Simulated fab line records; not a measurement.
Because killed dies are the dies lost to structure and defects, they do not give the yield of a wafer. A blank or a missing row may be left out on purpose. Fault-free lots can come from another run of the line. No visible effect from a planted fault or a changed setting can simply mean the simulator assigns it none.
fab line records	flow n5_finfet
record lots=24	wafers=72	last_day=18
route steps=1938 shown ILD0@338 SDB@356
lots that met no fault: from a run of the same line without faults
start_h: hours from the record's first day to the start of the lot's first wafer shown	wait_h: how many hours have passed since the lot's step before this one	" as in the row above	L1.1+2: a single row standing in for several wafers	- value missing, or start not given	* or withheld: withheld	< > ~ a bound
route shown NAME@n: names a module that has steps shown in the file, with the first one's number in the route	usual: mean/standard deviation of fault-free wafers	same: alike in all rows	chamber/n: place in a boat	sites: each site's reading	_std_site: their standard deviation	_edge_site: inner sites' mean taken away from outer sites' mean	radius_mm: how far each site lies from the wafer's centre	mask NAME#n: copy n	behind: the last tool/chamber to shape the wafer	hold: what put the lot on hold/how long, in hours/how the hold closed	device: the transistor (n, p or np) that didn't switch	end of line: tests run on the same wafers once the route is complete	a step given without rows: its recipe and nothing more	killed: dies lost to structure and defects at the first sort, not the wafer's yield	map: the dies of a wafer, with x for killed, . for not killed, _ for no die there
set.NAME: the run value of the setting; set.NAME@STEP: its run value at that earlier step	model.NAME: the simulator's own value behind a step, which no gauge read
one table for each step of the route and one row for each wafer, over a sample of lots
services: from which hour (start_h, from the record's first day; less than 0 if before it) a tool's chamber was out of use, for how many hours, and why
## steps
# step N5_ILD0_CMP_03
# recipe stop_on=SiNx	t_overpolish_s=1.9	post_cmp_clean=alkaline_brush	down_force_psi=4.1491	platen_rpm=51.796	pad_velocity_m_s=1.0306	target_thk_nm=197.38
# usual head_pressure_psi=4.149/0.0082	motor_current_A=12.3/1.3	overpolish_run_s=1.900/0.0091	pad_life_wafers=939/630	time_to_endpoint_s=70/3.6
lot.wafer	tool	chamber	start_h	wait_h	head_pressure_psi	motor_current_A	overpolish_run_s	pad_life_wafers	time_to_endpoint_s
L074.2	cmp-04	2	60.59	0.0	4.151	10.8	1.906	240	71
L074.3	"	0	"	"	4.141	11.6	1.901	242	66
L074.1	"	1	"	"	4.148	13.6	1.887	243	73
L075.1	cmp-04	0	71.28	0.1	4.152	11.8	1.894	326	66
L075.4	"	1	"	"	4.152	13.9	1.892	327	70
L075.6	"	2	"	"	4.144	11.1	1.888	-	74
L076.4	cmp-01	3	72.17	0.1	4.141	14.3	1.907	1776	74
L076.3	"	2	"	"	4.142	14.0	1.899	1779	65
L076.5	"	0	"	"	4.154	10.5	1.918	-	74
L077.4	cmp-04	3	82.17	0.1	4.143	12.8	1.902	434	71
L077.5	"	1	"	"	4.160	13.9	1.891	-	67
L077.6	"	2	"	"	4.150	10.9	1.891	-	71
L078.2	cmp-01	1	87.57	0.0	4.146	10.4	1.885	1920	74
L078.4	"	2	"	"	4.156	13.2	1.900	1921	71
L078.5	"	2	"	"	4.162	13.4	1.905	-	70
L079.3	cmp-01	0	92.70	0.0	4.150	11.4	1.911	1968	75
L079.2	"	2	"	"	4.156	12.9	1.903	1970	70
L079.1	"	3	"	"	4.149	13.6	1.911	1971	72
L080.4	cmp-03	2	99.46	0.0	4.162	12.6	1.915	702	71
L080.2	"	0	"	"	4.145	14.1	1.897	704	68
L080.5	"	3	"	"	4.146	13.5	1.903	-	67
L081.3	cmp-03	2	103.08	0.0	4.152	12.6	1.902	732	67
L081.2	"	0	"	"	4.147	14.2	1.900	734	69
L081.5	"	3	"	"	4.149	12.9	1.917	-	65
L082.4	cmp-01	1	111.50	0.0	4.149	10.7	1.912	2154	70
L082.1	"	3	"	"	4.149	13.8	1.911	2156	77
L082.6	"	2	"	"	4.152	13.1	1.908	-	70
L083.1	cmp-03	0	116.57	0.0	4.140	15.0	1.900	870	63
L083.4	"	1	"	"	4.160	11.8	1.897	871	62
L083.3	"	3	"	"	4.133	13.2	1.893	873	64
L084.4	cmp-01	0	123.58	0.1	4.146	11.1	1.900	1	76
L084.1	"	2	"	"	4.138	13.7	1.917	3	70
L084.6	"	3	"	"	4.151	13.8	1.907	-	74
L085.3	cmp-01	0	129.36	0.0	4.152	10.6	1.894	42	72
L085.1	"	1	"	"	4.159	10.9	1.898	43	66
L085.2	"	2	"	"	4.131	13.3	1.900	44	67
L086.3	cmp-03	0	135.23	0.0	4.143	13.9	1.904	1038	69
L086.4	"	3	"	"	4.146	12.9	1.899	1041	69
L086.6	"	1	"	"	4.150	11.8	1.897	-	65
L087.2	cmp-01	1	142.33	0.0	4.150	9.9	1.889	144	66
L087.4	"	2	"	"	4.151	13.1	1.931	145	67
L087.3	"	3	"	"	4.161	13.9	1.901	146	68
L088.3	cmp-04	1	150.42	0.1	4.146	12.3	1.889	1033	70
L088.4	"	3	"	"	4.144	13.9	1.899	1035	72
L088.5	"	1	"	"	4.139	12.7	1.882	-	70
L089.4	cmp-04	1	151.56	0.1	4.146	14.0	1.884	1051	70
L089.2	"	2	"	"	4.143	10.4	1.895	1052	74
L089.5	"	1	"	"	4.148	13.8	1.898	-	72
L090.1	cmp-04	1	161.03	0.1	4.152	12.9	1.887	1111	72
L090.3	"	2	"	"	4.137	10.5	1.919	1112	74
L090.2	"	3	"	"	4.132	12.7	1.893	1113	73
L091.1	cmp-01	3	168.32	0.1	4.159	14.0	1.918	333	71
L091.5	"	0	"	"	4.149	10.7	1.898	-	71
L091.6	"	1	"	"	4.140	10.7	1.899	-	69
L092.3	cmp-04	2	169.31	0.0	4.156	11.7	1.905	1170	79
L092.4	"	3	"	"	4.154	13.5	1.909	1171	74
L092.1	"	0	"	"	4.151	12.1	1.884	1172	72
L093.2	cmp-03	0	180.06	0.0	4.146	13.2	1.898	1386	68
L093.4	"	3	"	"	4.167	13.2	1.928	1389	69
L093.6	"	0	"	"	4.155	14.3	1.895	-	67
L094.2	cmp-01	2	181.87	0.1	4.143	13.6	1.889	452	68
L094.3	"	3	"	"	4.161	13.6	1.900	453	73
L094.5	"	0	"	"	4.148	11.4	1.915	-	72
L095.1	cmp-03	2	186.27	0.0	4.157	12.0	1.908	1422	73
L095.4	"	1	"	"	4.147	11.6	1.901	1425	66
L095.6	"	3	"	"	4.146	13.3	1.890	-	73
L096.4	cmp-03	0	200.80	0.0	4.155	14.4	1.898	1596	68
L096.1	"	2	"	"	4.147	11.9	1.897	1598	71
L096.6	"	0	"	"	4.146	14.5	1.894	-	67
L097.2	cmp-01	0	205.80	0.1	4.168	10.7	1.896	619	77
L097.5	"	3	"	"	4.144	14.1	1.901	-	75
L097.6	"	0	"	"	4.154	11.7	1.900	-	75
# step N5_ILD0_CMP_12
# recipe stop_on=poly-Si	material=SiNx	t_overpolish_s=6	post_cmp_clean=alkaline_brush	down_force_psi=2.5	platen_rpm=51.8	pad_velocity_m_s=1.0307	target_thk_nm=17.67
# usual head_pressure_psi=2.499/0.0054	motor_current_A=9.2/0.97	overpolish_run_s=6.000/0.0092	pad_life_wafers=1030/470	time_to_endpoint_s=28.3/2.6
lot.wafer	tool	chamber	start_h	wait_h	head_pressure_psi	motor_current_A	overpolish_run_s	pad_life_wafers	time_to_endpoint_s
L074.1	cmp-04	2	64.13	1.1	2.503	8.3	5.989	270	30.6
L074.3	"	0	"	"	2.504	8.2	6.008	272	25.3
L074.2	"	1	"	"	2.502	9.9	6.005	273	27.0
L075.4	cmp-04	3	74.74	1.1	2.493	9.3	5.987	372	28.8
L075.1	"	0	"	"	2.497	8.5	5.990	373	24.0
L075.6	"	3	"	"	2.498	9.4	5.984	-	25.5
L076.4	cmp-01	0	75.74	0.1	2.504	8.1	5.994	1813	30.8
L076.3	"	1	"	"	2.497	7.4	5.999	1814	25.9
L076.5	"	0	"	"	2.500	8.0	5.985	-	28.4
L077.4	cmp-01	1	85.67	1.2	2.501	7.9	5.993	1909	31.3
L077.6	"	0	"	"	2.495	8.1	5.988	-	35.5
L077.5	"	1	"	"	2.506	7.6	6.003	-	30.9
L078.4	cmp-04	2	91.79	0.1	2.499	8.2	5.993	535	28.2
L078.2	"	3	"	"	2.507	9.6	6.006	536	27.2
L078.5	"	1	"	"	2.494	10.6	5.995	-	24.1
L079.3	cmp-01	0	96.28	1.2	2.491	7.9	6.009	1998	33.8
L079.1	"	2	"	"	2.500	9.7	5.988	2000	29.4
L079.2	"	3	"	"	2.502	10.3	6.010	2001	31.5
L080.4	cmp-03	2	103.31	1.1	2.502	9.6	6.018	738	28.4
L080.2	"	0	"	"	2.490	11.1	5.995	740	27.5
L080.5	"	3	"	"	2.508	9.6	5.998	-	27.1
L081.3	cmp-03	0	106.77	1.2	2.504	10.4	6.009	781	25.7
L081.2	"	1	"	"	2.492	8.5	6.004	782	21.6
L081.5	"	3	"	"	2.496	9.8	5.987	-	29.7
L082.4	cmp-03	0	115.51	1.3	2.501	10.6	6.010	864	27.2
L082.1	"	1	"	"	2.504	8.3	5.992	865	23.3
L082.6	"	0	"	"	2.498	10.3	6.004	-	26.5
L083.4	cmp-04	3	120.33	0.0	2.499	9.5	5.999	786	29.9
L083.3	"	0	"	"	2.505	8.5	6.007	787	27.1
L083.1	"	1	"	"	2.496	9.7	6.002	788	31.6
L084.1	cmp-03	3	127.29	1.1	2.501	9.8	5.990	972	30.1
L084.4	"	2	"	"	2.493	8.7	6.005	975	31.5
L084.6	"	0	"	"	2.503	10.6	5.990	-	30.2
L085.1	cmp-04	0	132.90	1.1	2.498	8.1	6.000	912	23.5
L085.3	"	1	"	"	2.509	9.6	6.009	913	30.1
L085.2	"	2	"	"	2.490	7.7	6.000	914	28.6
L086.3	cmp-04	2	138.77	1.1	2.512	8.0	5.994	942	27.9
L086.4	"	0	"	"	2.500	8.6	5.997	944	27.6
L086.6	"	2	"	"	2.506	8.0	5.992	-	30.8
L087.4	cmp-03	0	146.24	1.1	2.492	10.6	6.016	1122	28.8
L087.3	"	2	"	"	2.498	9.0	5.996	1124	27.7
L087.2	"	3	"	"	2.512	9.9	6.004	1125	27.1
L088.4	cmp-03	1	153.96	1.2	2.495	8.8	5.992	1201	24.0
L088.3	"	3	"	"	2.494	9.7	5.999	1203	31.7
L088.5	"	0	"	"	2.507	10.8	5.999	-	25.5
L089.2	cmp-01	1	155.16	1.1	2.512	7.5	6.018	246	27.8
L089.4	"	0	"	"	2.509	7.9	5.999	249	30.6
L089.5	"	1	"	"	2.504	7.6	5.992	-	26.5
L090.1	cmp-03	3	164.53	1.1	2.493	9.8	6.000	1278	28.3
L090.2	"	1	"	"	2.503	8.7	6.014	1280	23.5
L090.3	"	2	"	"	2.490	9.8	6.012	1281	28.4
L091.1	cmp-04	3	172.24	1.2	2.506	9.1	6.005	1201	30.2
L091.6	"	2	"	"	2.499	7.9	5.995	-	32.5
L091.5	"	3	"	"	2.491	9.1	5.995	-	28.2
L092.1	cmp-04	2	173.30	1.1	2.494	7.7	5.996	1206	31.3
L092.4	"	3	"	"	2.497	9.4	5.986	1207	31.0
L092.3	"	1	"	"	2.493	9.9	6.008	1209	31.6
L093.2	cmp-03	1	183.67	1.2	2.505	8.8	6.001	1406	25.1
L093.4	"	2	"	"	2.499	8.9	5.993	1407	27.8
L093.6	"	0	"	"	2.497	10.2	6.010	-	26.7
L094.3	cmp-03	0	185.41	1.2	2.494	10.2	6.003	1418	32.5
L094.2	"	1	"	"	2.498	8.4	6.001	1419	26.6
L094.5	"	2	"	"	2.499	9.5	6.000	-	31.7
L095.4	cmp-03	1	190.27	1.2	2.508	8.7	5.994	1471	22.2
L095.1	"	2	"	"	2.500	8.7	6.003	1472	27.8
L095.6	"	0	"	"	2.501	10.2	6.001	-	27.3
L096.1	cmp-01	1	204.39	1.1	2.493	7.5	5.987	600	28.2
L096.4	"	2	"	"	2.498	9.7	6.007	601	25.2
L096.6	"	2	"	"	2.492	9.7	5.995	-	27.1
L097.2	cmp-01	1	209.52	1.2	2.506	7.7	6.002	662	25.9
L097.6	"	3	"	"	2.502	9.4	5.990	-	30.5
L097.5	"	0	"	"	2.496	7.8	6.007	-	31.8
# step N5_ILD0_INSPECT_06
# recipe inspect_instrument=darkfield	mode=post_cmp
# usual raw_defect_count=34/17
lot.wafer	tool	chamber	start_h	wait_h	raw_defect_count
L074.1	defect_inspect-02	-	64.45	0.0	31
L074.2	"	-	"	"	29
L074.3	"	-	"	"	25
L075.1	defect_inspect-01	-	75.06	0.0	39
L075.4	"	-	"	"	44
L075.6	"	-	"	"	45
L076.3	defect_inspect-01	-	76.03	0.0	28
L076.4	"	-	"	"	21
L076.5	"	-	"	"	34
L077.4	defect_inspect-02	-	85.95	0.0	22
L077.5	"	-	"	"	29
L077.6	"	-	"	"	23
L078.2	defect_inspect-02	-	92.07	0.0	15
L078.4	"	-	"	"	32
L078.5	"	-	"	"	22
L079.1	defect_inspect-01	-	96.59	0.0	45
L079.2	"	-	"	"	38
L079.3	"	-	"	"	49
L080.2	defect_inspect-01	-	103.64	0.0	34
L080.4	"	-	"	"	45
L080.5	"	-	"	"	53
L081.2	defect_inspect-01	-	107.06	0.0	5
L081.3	"	-	"	"	15
L081.5	"	-	"	"	22
L082.1	defect_inspect-01	-	115.83	0.0	50
L082.4	"	-	"	"	46
L082.6	"	-	"	"	35
L083.1	defect_inspect-01	-	120.65	0.0	22
L083.3	"	-	"	"	32
L083.4	"	-	"	"	41
L084.1	defect_inspect-01	-	127.61	0.0	29
L084.4	"	-	"	"	16
L084.6	"	-	"	"	25
L085.1	defect_inspect-01	-	133.22	0.0	38
L085.2	"	-	"	"	45
L085.3	"	-	"	"	32
L086.3	defect_inspect-02	-	139.09	0.0	43
L086.4	"	-	"	"	35
L086.6	"	-	"	"	72
L087.2	defect_inspect-01	-	146.56	0.0	20
L087.3	"	-	"	"	43
L087.4	"	-	"	"	28
L088.3	defect_inspect-02	-	154.24	0.0	50
L088.4	"	-	"	"	28
L088.5	"	-	"	"	28
L089.2	defect_inspect-01	-	155.48	0.0	55
L089.4	"	-	"	"	62
L089.5	"	-	"	"	57
L090.1	defect_inspect-01	-	164.85	0.0	32
L090.2	"	-	"	"	28
L090.3	"	-	"	"	39
L091.1	defect_inspect-01	-	172.52	0.0	41
L091.5	"	-	"	"	27
L091.6	"	-	"	"	30
L092.1	defect_inspect-01	-	173.62	0.0	28
L092.3	"	-	"	"	32
L092.4	"	-	"	"	45
L093.2	defect_inspect-01	-	183.91	0.0	37
L093.4	"	-	"	"	32
L093.6	"	-	"	"	25
L094.2	defect_inspect-02	-	185.66	0.0	28
L094.3	"	-	"	"	53
L094.5	"	-	"	"	54
L095.1	defect_inspect-01	-	190.55	0.0	21
L095.4	"	-	"	"	19
L095.6	"	-	"	"	28
L096.1	defect_inspect-02	-	204.71	0.0	39
L096.4	"	-	"	"	27
L096.6	"	-	"	"	37
L097.2	defect_inspect-01	-	209.77	0.0	14
L097.5	"	-	"	"	34
L097.6	"	-	"	"	35
# step N5_SDB_CD_MEAS_11
# recipe target_cd_nm=50	landing_energy_ev=500	detector=se_inlens	polarity=opening
# usual cd_nm=50.6/1.8
lot.wafer	tool	chamber	start_h	wait_h	cd_nm
L074.1	cd_sem-03	0	64.94	-	50.1
L074.2	"	0	"	"	51.8
L074.3	"	0	"	"	48.9
L075.1	cd_sem-01	0	75.54	-	51.7
L075.4	"	0	"	"	55.3
L075.6	"	0	"	"	52.1
L076.3	cd_sem-02	0	76.51	-	53.5
L076.4	"	0	"	"	53.7
L076.5	"	0	"	"	51.6
L077.4	cd_sem-02	0	86.44	-	47.1
L077.5	"	0	"	"	51.1
L077.6	"	0	"	"	47.0
L078.2	cd_sem-03	0	92.57	-	53.5
L078.4	"	0	"	"	53.1
L078.5	"	0	"	"	52.6
L079.1	cd_sem-03	0	96.96	-	50.4
L079.2	"	0	"	"	53.0
L079.3	"	0	"	"	54.0
L080.2	cd_sem-02	0	104.15	-	51.4
L080.4	"	0	"	"	49.2
L080.5	"	0	"	"	51.0
L081.2	cd_sem-01	0	107.54	-	52.0
L081.3	"	0	"	"	48.0
L081.5	"	0	"	"	47.9
L082.1	cd_sem-03	0	116.19	-	47.8
L082.4	"	0	"	"	49.9
L082.6	"	0	"	"	52.0
L083.1	cd_sem-03	0	121.14	-	51.4
L083.3	"	0	"	"	54.0
L083.4	"	0	"	"	54.7
L084.1	cd_sem-01	0	128.10	-	47.6
L084.4	"	0	"	"	47.7
L084.6	"	0	"	"	49.6
L085.1	cd_sem-01	0	133.71	-	49.7
L085.2	"	0	"	"	49.9
L085.3	"	0	"	"	50.4
L086.3	cd_sem-03	0	139.47	-	50.0
L086.4	"	0	"	"	50.1
L086.6	"	0	"	"	51.7
L087.2	cd_sem-02	0	147.05	-	49.5
L087.3	"	0	"	"	49.2
L087.4	"	0	"	"	50.0
L088.3	cd_sem-01	0	154.73	-	49.2
L088.4	"	0	"	"	50.4
L088.5	"	0	"	"	47.0
L089.2	cd_sem-03	0	155.84	-	51.1
L089.4	"	0	"	"	49.7
L089.5	"	0	"	"	48.9
L090.1	cd_sem-01	0	165.34	-	49.7
L090.2	"	0	"	"	48.4
L090.3	"	0	"	"	51.2
L091.1	cd_sem-03	0	172.88	-	50.1
L091.5	"	0	"	"	47.8
L091.6	"	0	"	"	49.9
L092.1	cd_sem-01	0	173.98	-	51.3
L092.3	"	0	"	"	51.8
L092.4	"	0	"	"	49.6
L093.2	cd_sem-01	0	184.40	-	49.1
L093.4	"	0	"	"	51.5
L093.6	"	0	"	"	51.8
L094.2	cd_sem-02	0	186.02	-	49.6
L094.3	"	0	"	"	51.1
L094.5	"	0	"	"	49.9
L095.1	cd_sem-01	0	190.94	-	51.1
L095.4	"	0	"	"	51.1
L095.6	"	0	"	"	50.2
L096.1	cd_sem-01	0	205.10	-	47.9
L096.4	"	0	"	"	49.7
L096.6	"	0	"	"	51.2
L097.2	cd_sem-01	0	210.26	-	50.5
L097.5	"	0	"	"	54.6
L097.6	"	0	"	"	50.6
# step N5_SDB_INSPECT_13
# recipe mode=adi	inspect_instrument=brightfield
# usual raw_defect_count=73/27
lot.wafer	tool	chamber	start_h	wait_h	raw_defect_count
L074.1	defect_inspect-02	-	64.99	0.0	49
L074.2	"	-	"	"	48
L074.3	"	-	"	"	65
L075.1	defect_inspect-02	-	75.60	0.0	77
L075.4	"	-	"	"	75
L075.6	"	-	"	"	149
L076.3	defect_inspect-02	-	76.57	0.0	106
L076.4	"	-	"	"	77
L076.5	"	-	"	"	60
L077.4	defect_inspect-02	-	86.49	0.0	48
L077.5	"	-	"	"	107
L077.6	"	-	"	"	54
L078.2	defect_inspect-02	-	92.62	0.0	57
L078.4	"	-	"	"	161
L078.5	"	-	"	"	153
L079.1	defect_inspect-01	-	97.01	0.0	72
L079.2	"	-	"	"	128
L079.3	"	-	"	"	61
L080.2	defect_inspect-02	-	104.21	0.0	58
L080.4	"	-	"	"	49
L080.5	"	-	"	"	89
L081.2	defect_inspect-01	-	107.60	0.0	48
L081.3	"	-	"	"	66
L081.5	"	-	"	"	53
L082.1	defect_inspect-02	-	116.25	0.0	58
L082.4	"	-	"	"	111
L082.6	"	-	"	"	55
L083.1	defect_inspect-02	-	121.19	0.0	73
L083.3	"	-	"	"	28
L083.4	"	-	"	"	84
L084.1	defect_inspect-02	-	128.15	0.0	71
L084.4	"	-	"	"	75
L084.6	"	-	"	"	51
L085.1	defect_inspect-01	-	133.76	0.0	38
L085.2	"	-	"	"	78
L085.3	"	-	"	"	87
L086.3	defect_inspect-02	-	139.52	0.0	59
L086.4	"	-	"	"	89
L086.6	"	-	"	"	67
L087.2	defect_inspect-01	-	147.10	0.0	49
L087.3	"	-	"	"	45
L087.4	"	-	"	"	44
L088.3	defect_inspect-01	-	154.79	0.0	76
L088.4	"	-	"	"	52
L088.5	"	-	"	"	71
L089.2	defect_inspect-02	-	155.89	0.0	129
L089.4	"	-	"	"	55
L089.5	"	-	"	"	102
L090.1	defect_inspect-02	-	165.39	0.0	98
L090.2	"	-	"	"	73
L090.3	"	-	"	"	76
L091.1	defect_inspect-02	-	172.94	0.0	54
L091.5	"	-	"	"	77
L091.6	"	-	"	"	129
L092.1	defect_inspect-01	-	174.04	0.0	68
L092.3	"	-	"	"	78
L092.4	"	-	"	"	85
L093.2	defect_inspect-02	-	184.46	0.0	68
L093.4	"	-	"	"	97
L093.6	"	-	"	"	64
L094.2	defect_inspect-02	-	186.07	0.0	79
L094.3	"	-	"	"	106
L094.5	"	-	"	"	75
L095.1	defect_inspect-01	-	191.00	0.0	70
L095.4	"	-	"	"	40
L095.6	"	-	"	"	57
L096.1	defect_inspect-01	-	205.15	0.0	88
L096.4	"	-	"	"	59
L096.6	"	-	"	"	87
L097.2	defect_inspect-02	-	210.31	0.0	69
L097.5	"	-	"	"	55
L097.6	"	-	"	"	29
# step N5_SDB_STRIP_21
# recipe chemistry=CF4	resist=SiARC	power_w=300	bias_power_w=75	pressure_mtorr=50	cf4_flow_sccm=150	rf_frequency_hz=6e+07
# usual bias_power_w=75.01/0.22	drypump_motor_current_A=5.5/0.48	oes_product_au=0.80/0.057	rf_vpp_V=271.8/1.5	showerhead_plenum_p_Torr=1.83/0.057	throttle_valve_pct=13.53/0.22
lot.wafer	tool	chamber	start_h	wait_h	bias_power_w	drypump_motor_current_A	oes_product_au	rf_hours_counter_h	rf_vpp_V	showerhead_plenum_p_Torr	throttle_valve_pct
L074.1	rie_diel-05	3	65.23	0.0	74.99	5.1	0.88	39	271.2	1.83	13.55
L074.2	"	1	"	"	75.10	5.6	0.80	94	273.6	1.87	13.10
L074.3	"	2	"	"	75.40	5.2	0.71	210	271.8	1.84	13.57
L075.1	rie_diel-02	1	75.84	0.0	74.96	5.0	0.84	66	273.3	1.89	13.41
L075.4	"	3	"	"	74.98	5.2	0.78	99	271.3	1.81	13.63
L075.6	"	2	"	"	74.93	6.3	0.89	-	274.5	1.88	13.30
L076.3	rie_diel-01	1	76.81	0.0	75.42	5.7	0.66	250	269.9	1.70	14.19
L076.4	"	2	"	"	74.81	5.2	0.84	44	272.4	1.82	13.13
L076.5	"	0	"	"	74.65	6.0	0.72	-	269.5	1.69	13.75
L077.4	rie_diel-01	0	86.79	0.0	74.72	6.0	0.71	-	270.0	1.69	13.74
L077.5	"	2	"	"	75.00	5.2	0.85	-	271.2	1.82	13.14
L077.6	"	3	"	"	74.94	5.7	0.80	-	271.1	1.84	13.85
L078.2	rie_diel-02	2	92.86	0.0	74.93	6.3	0.87	28	271.9	1.88	13.32
L078.4	"	3	"	"	75.21	5.2	0.77	104	272.3	1.81	13.64
L078.5	"	2	"	"	75.25	6.3	0.88	-	273.2	1.88	13.32
L079.1	rie_diel-02	3	97.40	0.0	74.88	5.2	0.77	106	272.0	1.81	13.65
L079.2	"	2	"	"	75.15	6.3	0.87	29	272.8	1.88	13.33
L079.3	"	0	"	"	74.80	4.8	0.78	129	272.2	1.81	13.49
L080.2	rie_diel-01	2	104.45	0.0	75.00	5.2	0.83	56	270.6	1.82	13.15
L080.4	"	2	"	"	75.22	5.2	0.84	-	271.1	1.82	13.16
L080.5	"	0	"	"	75.08	6.0	0.71	-	268.3	1.68	13.78
L081.2	rie_diel-02	2	107.84	0.0	75.11	6.4	0.87	33	273.0	1.88	13.33
L081.3	"	0	"	"	75.32	4.8	0.77	133	270.9	1.81	13.51
L081.5	"	2	"	"	74.86	6.4	0.86	-	271.9	1.88	13.34
L082.1	rie_diel-05	3	117.02	0.0	74.88	5.1	0.86	55	271.5	1.83	13.61
L082.4	"	1	"	"	75.06	5.6	0.78	111	272.9	1.86	13.14
L082.6	"	1	"	"	75.01	5.6	0.78	-	272.3	1.86	13.14
L083.1	rie_diel-05	1	121.43	0.0	75.11	5.6	0.78	113	275.7	1.86	13.15
L083.3	"	3	"	"	74.98	5.1	0.85	57	271.3	1.83	13.60
L083.4	"	2	"	"	75.20	5.2	0.70	228	273.8	1.84	13.61
L084.1	rie_diel-02	2	128.40	0.0	75.04	6.4	0.86	40	274.2	1.88	13.34
L084.4	"	1	"	"	75.26	5.0	0.81	84	272.3	1.88	13.45
L084.6	"	1	"	"	75.37	5.0	0.81	-	272.6	1.88	13.44
L085.1	rie_diel-02	3	134.00	0.0	75.27	5.2	0.76	119	271.1	1.81	13.68
L085.2	"	2	"	"	75.20	6.4	0.85	43	274.0	1.88	13.35
L085.3	"	0	"	"	75.13	4.8	0.76	142	270.7	1.80	13.52
L086.3	rie_diel-01	1	139.80	0.0	74.90	5.7	0.90	11	273.8	1.90	13.63
L086.4	"	2	"	"	75.19	5.2	0.82	70	272.7	1.82	13.21
L086.6	"	3	"	"	75.24	5.7	0.78	-	271.6	1.83	13.91
L087.2	rie_diel-02	3	147.45	0.0	74.98	5.2	0.76	126	271.6	1.81	13.67
L087.3	"	1	"	"	74.72	5.0	0.80	92	272.5	1.88	13.47
L087.4	"	2	"	"	74.84	6.3	0.86	45	274.1	1.88	13.36
L088.3	rie_diel-05	1	155.03	0.0	74.64	5.6	0.77	125	272.0	1.86	13.19
L088.4	"	2	"	"	74.87	5.1	0.69	240	272.1	1.83	13.65
L088.5	"	3	"	"	75.06	5.1	0.85	-	270.2	1.83	13.63
L089.2	rie_diel-01	0	156.13	0.0	75.34	6.0	0.70	234	270.4	1.68	13.80
L089.4	"	2	"	"	75.18	5.2	0.81	76	270.7	1.81	13.21
L089.5	"	2	"	"	75.00	5.1	0.81	-	272.2	1.81	13.21
L090.1	rie_diel-01	2	165.83	0.0	74.94	5.2	0.80	79	273.0	1.81	13.22
L090.2	"	0	"	"	75.09	6.0	0.69	239	267.7	1.68	13.81
L090.3	"	1	"	"	75.03	5.7	0.89	21	271.5	1.90	13.67
L091.1	rie_diel-02	3	173.50	0.0	74.60	5.2	0.75	130	270.5	1.81	13.71
L091.5	"	3	"	"	75.16	5.2	0.75	-	270.8	1.81	13.70
L091.6	"	2	"	"	74.99	6.4	0.85	-	273.5	1.87	13.38
L092.1	rie_diel-01	2	174.59	0.0	74.85	5.2	0.80	83	270.2	1.81	13.24
L092.3	"	0	"	"	74.53	6.1	0.69	243	268.8	1.68	13.81
L092.4	"	1	"	"	74.98	5.7	0.87	26	273.9	1.90	13.66
L093.2	rie_diel-02	2	184.79	0.0	75.35	6.4	0.84	56	274.7	1.87	13.39
L093.4	"	2	"	"	75.20	6.4	0.84	-	273.5	1.87	13.39
L093.6	"	0	"	"	74.99	4.9	0.75	-	271.8	1.80	13.54
L094.2	rie_diel-02	1	186.43	0.0	75.16	5.0	0.80	102	273.4	1.88	13.48
L094.3	"	2	"	"	75.07	6.4	0.84	57	272.1	1.87	13.38
L094.5	"	2	"	"	74.82	6.3	0.83	-	272.9	1.87	13.41
L095.1	rie_diel-05	0	191.24	0.0	74.87	5.4	0.87	56	269.6	1.75	13.55
L095.4	"	0	"	"	75.18	5.4	0.85	-	270.9	1.75	13.53
L095.6	"	3	"	"	75.16	5.1	0.82	-	270.4	1.82	13.66
L096.1	rie_diel-05	0	205.57	0.0	74.64	5.4	0.85	62	268.1	1.75	13.55
L096.4	"	1	"	"	75.25	5.6	0.75	-	273.0	1.85	13.23
L096.6	"	3	"	"	74.80	5.1	0.82	-	271.7	1.82	13.69
L097.2	rie_diel-01	1	210.55	0.0	75.36	5.7	0.85	40	272.8	1.89	13.69
L097.5	"	2	"	"	75.02	5.2	0.79	-	272.4	1.81	13.26
L097.6	"	3	"	"	75.14	5.7	0.75	-	270.9	1.82	13.98
## services
tool	chamber	start_h	hours	kind
rie_diel-05	0	53.76	11.6	repair
cmp-03	-	72.87	18.0	pm
rie_diel-01	1	76.89	-	clean
rie_diel-01	1	76.89	-	consumable_replace:focus_ring
rie_diel-01	1	76.89	-	consumable_replace:showerhead
rie_diel-01	1	76.89	15.8	scheduled_down
rie_diel-01	1	76.89	15.8	vent_cycle
cmp-03	-	95.47	2.7	repair
cmp-03	-	102.56	0.4	repair
rie_diel-05	-	112.03	4.3	pm
cmp-01	-	112.97	4.0	pm
cmp-01	-	116.97	-	consumable_replace:conditioner
cmp-01	-	116.97	-	consumable_replace:pad
cmp-01	-	116.97	6.3	pm
rie_diel-02	2	136.70	8.8	repair
cmp-04	-	146.17	0.8	repair
cmp-01	-	147.64	1.0	repair
rie_diel-02	-	154.74	14.6	pm
rie_diel-05	2	159.38	5.2	repair
rie_diel-02	1	170.92	3.2	repair
rie_diel-01	0	194.65	-	clean
cmp-01	-	195.35	3.5	repair
cmp-04	-	199.06	17.2	pm
rie_diel-02	-	201.05	2.8	pm
## key
fault none
